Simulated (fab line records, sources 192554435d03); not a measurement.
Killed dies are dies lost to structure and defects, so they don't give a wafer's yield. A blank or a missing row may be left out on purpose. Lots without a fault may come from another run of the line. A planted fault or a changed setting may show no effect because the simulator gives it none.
A struck lot beside a sound one | flow n5_finfet | 37 steps out of a route of 1938
Sound: wafers L519.2, L519.4, L519.5. Struck: wafer L532.1. (L532.5, L532.6 of the same lot were not struck and are left out.) The cause comes at the end.
At each step with rows: each side's tool, then ch and its chambers, then its first start. Under that, the readings that differ: sound wafers | struck wafers | difference of the means | sigmas: that difference in standard deviations of wafers without a fault.
alike: readings whose means differ by less than 2 such deviations, and words and numbers that are the same on both sides. not compared: withheld readings, readings that some wafer has no value for, bounds like >300 that may hide the same value, and numbers for which the record gives no deviation and whose values overlap.
The two part at a step that has a row with sigmas, a row that says differs or no value, or rows on one side only. Numbers that don't overlap but have no deviation are shown without sigmas and don't part them. A reading that every wafer of one side lacks parts them only if that side has two wafers or more.

first, 9 steps without rows for these wafers: N5_PMOS_HMC_CHANNEL_EPI_EXPOSE_06 (exposes mask PMOS HMC BLK, target cd 240 nm); N5_PMOS_HMC_CHANNEL_EPI_PEB_07 (peb time 60 s); N5_PMOS_HMC_CHANNEL_EPI_DEVELOP_08 (develop time 30 s); N5_PMOS_HMC_CHANNEL_EPI_DESCUM_14 (chemistry O2, time 7.9 s); N5_PMOS_HMC_CHANNEL_EPI_ETCH_32 (etches BARC in N2/H2, stops on SiO2, target depth 85.8 nm, time 50.3 s); N5_PMOS_HMC_CHANNEL_EPI_HM_OPEN_15 (chemistry CHF3/O2, target SiO2, target depth 40.6 nm, time 20.3 s); N5_PMOS_HMC_CHANNEL_EPI_STRIP_33 (strips in N2/H2); N5_PMOS_HMC_CHANNEL_EPI_STRIP_17 (strips in SPM, time 750 s); N5_PMOS_HMC_CHANNEL_EPI_ETCH_38 (etches SiO2 in CF4, target depth 1.5 nm).
N5_PMOS_HMC_CHANNEL_EPI_FIN_RECESS_16: chemistry HBr/Cl2, target Si, target depth 54 nm, time 18 s.
  sound on rie_si-02 ch 1,2, day 2 06:15; struck on rie_si-02 ch 0, day 5 13:37
  reading                                                  | sound             | struck | difference | sigmas
  oes_product_au (a.u.)                                    | 1.031 1.012 1.011 | 1.197  | +0.179     | +15
  model.PMOS_HMC_CHANNEL_EPI.feature_depth_nm (nm)         | 55.56 54.59 54.44 | 71.78  | +16.92     |
  model.etch.depth_nm (nm)                                 | 55.56 54.59 54.44 | 71.78  | +16.92     |
  model.SiO2_of_PMOS_HMC_CHANNEL_EPI_HM_DEP_34.thk_nm (nm) | 29.64 30.56 30.12 | 28.52  | -1.59      |
  alike: HBr_flow_sccm, chamber_pressure_mTorr, drypump_motor_current_A, throttle_valve_pct
  not compared: rf_hours_counter_h
then, 1 step without rows for these wafers: N5_PMOS_HMC_CHANNEL_EPI_PRECLEAN_36 (cleans in O3/DIW, time 45 s).
N5_PMOS_HMC_CHANNEL_EPI_PRECLEAN_18: cleans in DHF, time 30 s.
  sound on wet_bench-03 ch 0,5,6, day 2 06:22; struck on wet_bench-04 ch 3, day 5 13:44
  reading                                                  | sound             | struck | difference | sigmas
  model.SiO2_of_PMOS_HMC_CHANNEL_EPI_HM_DEP_34.thk_nm (nm) | 23.97 24.88 24.43 | 22.97  | -1.46      |
then, 5 steps without rows for these wafers: N5_PMOS_HMC_CHANNEL_EPI_SRD_19 (time 30 s); N5_PMOS_HMC_CHANNEL_EPI_EPI_20 (deposits SiGe30, target thk 59 nm); N5_PMOS_HMC_CHANNEL_EPI_HM_STRIP_35 (strips SiO2 in dHF, material SiO2, target depth 39.6 nm, time 216 s); N5_PMOS_HMC_CHANNEL_EPI_SRD_39 (time 30 s); N5_PMOS_HMC_CHANNEL_EPI_CMP_21 (polishes SiGe30, target thk 54 nm).
N5_PMOS_HMC_CHANNEL_EPI_THK_MEAS_22:
  sound on film_metro-02, day 2 08:04; struck on film_metro-01, day 5 15:26
  reading          | sound          | struck | difference | sigmas
  HMC_CMP_THK (nm) | 55.4 54.7 54.6 | 59.2   | +4.3       | +4
then, 17 steps without rows for these wafers: N5_PMOS_HMC_CHANNEL_EPI_PRECLEAN_40 (cleans in DHF, time 30 s); N5_PMOS_HMC_CHANNEL_EPI_PRECLEAN_37 (cleans in O3/DIW, time 45 s); N5_PMOS_HMC_CHANNEL_EPI_PRECLEAN_24 (cleans in DHF, time 30 s); N5_PMOS_HMC_CHANNEL_EPI_SRD_25 (time 30 s); N5_PMOS_HMC_CHANNEL_EPI_EPI_26 (deposits Si from SiH4/H2, target thk 3.8 nm, time 22.7 s); N5_FIN_SAQP_PRECLEAN_42 (cleans in O3/DIW, time 60 s); N5_FIN_SAQP_PRECLEAN_00 (cleans in SC1, time 60 s); N5_FIN_SAQP_PRECLEAN_44 (cleans in SC2, time 45 s); N5_FIN_SAQP_SRD_01 (time 30 s); N5_FIN_SAQP_ALD_61 (deposits SiO2, target thk 4 nm, pulse time 1 s, purge time 2 s); N5_FIN_SAQP_DENSIFY_62 (time 60 s); N5_FIN_SAQP_HM_DEP_03 (deposits SiNx from SiH4/NH3/N2, target thk 38 nm, time 33.6 s); N5_FIN_SAQP_PECVD_47 (deposits a-Si from SiH4/He, target thk 45 nm, time 36.3 s); N5_FIN_SAQP_PECVD_48 (deposits SiNx from SiH4/NH3/N2, target thk 25 nm, time 22.1 s); N5_FIN_SAQP_PECVD_06 (deposits a-Si from SiH4/He, target thk 60 nm, time 48.1 s); N5_FIN_SAQP_HM_DEP_72 (deposits SiO2 from SiH4/N2O, target thk 12 nm, time 7.2 s); N5_FIN_SAQP_COAT_49 (time 60 s, resist thk 100 nm).
-- the record jumps here: 7 days lie between the struck wafers' starts before and after (it left off in module FIN_SAQP and takes up again in module BEOL_M4, whose first step shown is number 1111 of the route) --
N5_BEOL_M4_RC_MEAS_101:
  sound on prober-01 ch 0, day 8 19:48; struck on prober-02 ch 0, day 12 17:44
  reading           | sound          | struck | difference | sigmas
  RS_NWELL (ohm/sq) | 1037 1042 1038 | 1065   | +26        | +5
  alike: DIBL_N, IOFF_N, ION_N, SS_N, VT_N
  not compared: CJ_P, DIBL_P, EOT_P, IGATE_P, IOFF_P, IOFF_P_85C, IOFF_P_LIN, IOFF_P_LONG, ION_P, RC_DENSE_P, RC_P, REXT_P, RS_SD_P, SS_P, VT_P, VT_P_LONG, VT_P_LVT
-- the record jumps here: 4 days lie between the struck wafers' starts before and after (it left off in module BEOL_M4 and takes up again in module PASSIVATION, whose first step shown is number 1936 of the route) --
N5_PASSIVATION_PROBE_49:
  sound on prober-02, day 13 01:10; struck on prober-01, day 17 02:33
  reading                | sound          | struck | difference | sigmas
  sort_bin_4_leakage (%) | 0 0 0          | 91.69  | +91.69     | +99 or more
  sort_n_pass            | 1064 1034 1054 | 0      | -1051      | -58
  sort_yield_pct (%)     | 90.2 87.6 89.3 | 0      | -89        | -59
  alike: defect_limited_yield, killed_at_M0_to_M3, killed_at_M4_up, killed_at_contacts, killed_at_front_end, killed_at_other, killed_dies, killed_open, killed_short, sort_bin_5_function, sort_bin_6_memory

WHERE THEY PART
First at N5_PMOS_HMC_CHANNEL_EPI_FIN_RECESS_16; last, within this record, at N5_PASSIVATION_PROBE_49.

WHY: what the simulator had put in
Process parameter drift: rie_si-02, from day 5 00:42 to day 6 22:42, at N5_PMOS_HMC_CHANNEL_EPI_FIN_RECESS_16. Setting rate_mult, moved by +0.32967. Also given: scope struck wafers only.
